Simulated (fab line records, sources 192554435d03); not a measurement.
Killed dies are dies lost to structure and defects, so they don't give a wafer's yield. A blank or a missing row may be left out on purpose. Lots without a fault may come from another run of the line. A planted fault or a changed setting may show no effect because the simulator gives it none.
Chamber matching | flow n5_finfet | N5_SPACER0_ALD_00 on ald_sin-01: 4 sister chambers
The step deposits SiOCN, target thk 3.5 nm, pulse time 3 s, purge time 2 s. 8 wafers are shown with their chamber, then 7 later ones without.

WAFERS WITH THEIR CHAMBER
wafer  | chamber | heater_power_w (W) | precursor_pulse_height_rel
L074.1 | 0       | 970                | 0.996
L076.4 | 0       | 950                | 0.973
L079.6 | 2       | 847                | 1.003
L080.1 | 1       | 747                | 1.010
L080.2 | 2       | 855                | 1.048
L080.4 | 3       | 789                | 1.005
L081.2 | 3       | 798                | 0.992
L081.3 | 1       | 765                | 1.016

WAFERS WITHOUT THEIR CHAMBER
wafer  | heater_power_w (W) | precursor_pulse_height_rel
L081.6 | 753                | 0.995
L084.2 | 1008               | 0.980
L084.4 | 831                | 0.998
L084.5 | 861                | 0.984
L085.1 | 839                | 0.978
L085.3 | 804                | 1.013
L085.5 | 759                | 0.998

WHICH CHAMBER EACH WENT THROUGH
wafer  | from the rows above     | in truth
L081.6 | 1                       | 1
L084.2 | 0                       | 0
L084.4 | can't be placed: 2 or 3 | 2
L084.5 | 2                       | 2
L085.1 | can't be placed: 2 or 3 | 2
L085.3 | 3                       | 3
L085.5 | 1                       | 1
Placed correctly: 5 of 7. Can't be placed from these rows: 2 (the true chamber is among the candidates in 2). Placed wrongly: 0.
How it was worked out, from the rows above alone: a wafer's distance from a chamber is the root of the sum, over the readings, of the square of ((its reading less the chamber's mean) divided by the reading's scatter). The wafer belongs to the nearest chamber; if the next one is less than 2 further off, it can't be placed. A chamber's mean is the mean of its shown wafers. The scatter: the root of (the sum of the squares of (reading less its chamber's mean) over the shown wafers, divided by (wafers less chambers)).
